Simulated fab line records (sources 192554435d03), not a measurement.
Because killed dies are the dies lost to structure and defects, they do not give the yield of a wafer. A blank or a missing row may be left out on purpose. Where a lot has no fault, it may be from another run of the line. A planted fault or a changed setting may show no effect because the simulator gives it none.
Problem report, 8D (eight disciplines) form, completed by code :: flow n5Finfet :: the parts of the form that need people (team, actions taken, sign-off) are left out

== 1. PROBLEM STATEMENT ==
Wafers without a fault read 500.4 W, standard deviation 1.8; heaterPowerTotalW at N5_BEOL_M0_SAQP_COAT_81 reads a mean of 841.7 W on 6 wafers belonging to 2 lots. That is +99 or more standard deviations from the usual mean.
The step: time 60 s, resist thk 100 nm.
Earliest sighting: wafer L358.2 on lithoTrack-02 at day 8 13:50. The record has a number at this step for 27 wafers belonging to 9 lots. Rule for "out" (also "out of limits"): further than 4 standard deviations from the usual mean. The other wafers with a number count as sound.

== 2. WHAT IT IS; WHAT IT IS NOT ==
question: which readings at this step
is: heaterPowerTotalW, plateTempC
is not: -

question: which lots
is: L358, L359
is not: L348, L353, L357, L365, L367, L368, L370

question: which wafers of those lots
is: all that have a number
is not: -

question: read on which tools
is: lithoTrack-02
is not: lithoTrack-01, lithoTrack-04

question: when
is: from day 8 13:50
is not: up to then (9 sound wafers); but 12 sound wafers of L365, L367, L368, L370 came after

== 3. WHAT RULES OUT EACH SUSPECT ==
Counting: a tool at any process step up to the reading remains a suspect when it ran all the lots that are out and ran no sound lot after the first of those.
- rieDiel-03 at N5_MOL_CONTACT_COAG_ETCH_48 (etches SiOC in C4F6/O2, target depth 15 nm, overetch 4.5 nm, time 17 s): ruled out as a lasting fault. Sound lots L365 ran on it after its first lot that is out, L358 (day 8 08:37).
- rieDiel-03 at N5_MOL_CONTACT_COAG_STRIP_72 (strips in N2/H2): ruled out as a lasting fault. Sound lots L365 ran on it after its first lot that is out, L358 (day 8 08:40).
- pecvd-02 at N5_BEOL_M0_SAQP_ILD_DEP_01 (deposits SiOC from DEMS/O2, target thk 45.419 nm, time 8.7 s): ruled out as a lasting fault. Sound lots L370 ran on it after its first lot that is out, L358 (day 8 13:08).
- lithoTrack-02 at N5_BEOL_M0_SAQP_COAT_81 (time 60 s, resist thk 100 nm): kept. It ran every lot that is out, first L358 (day 8 13:50), and no sound lot after that; its last sound lot up to then is L357 (day 8 00:18). On those wafers its own readings are out: heaterPowerTotalW, plateTempC.
Left after counting: lithoTrack-02 at N5_BEOL_M0_SAQP_COAT_81.

== 4. THE CAUSE (what the simulator had put in) ==
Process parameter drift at N5_BEOL_M0_SAQP_COAT_81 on lithoTrack-02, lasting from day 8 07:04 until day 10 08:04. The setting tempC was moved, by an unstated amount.
Only this tool survived the counting.

== 5. THE CHAIN OF EFFECTS, in route order ==
Each row: a reading where the mean over the struck wafers with a number is more than 3 standard deviations away from the usual. Readings are gone through only where the record gives a usual standard deviation; hours: the median, over the lots, of the time from a lot's start at the first step in this table giving one to that lot's start at this step; sigmas: the change measured in usual standard deviations.
hours: 0
step: N5_BEOL_M0_SAQP_COAT_81
reading: heaterPowerTotalW
usual: 500.4 W
on struck wafers: 841.7
change: +341.3
sigmas: +99 or more

hours: 0
step: N5_BEOL_M0_SAQP_COAT_81
reading: plateTempC
usual: 250.04 C
on struck wafers: 267.96
change: +17.92
sigmas: +99 or more
It contains these process steps:
- N5_BEOL_M0_SAQP_COAT_81: time 60 s, resist thk 100 nm.
Later steps that measure or inspect, where all struck wafers having a row at the step show a number for every such reading and not one has moved that far: N5_BEOL_M4_RC_MEAS_101.

== 6. HOW IT WOULD HAVE BEEN CAUGHT EARLIER ==
In this record no reading fell out of limits until day 8 13:50, 7 hours after the fault had begun at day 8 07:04.
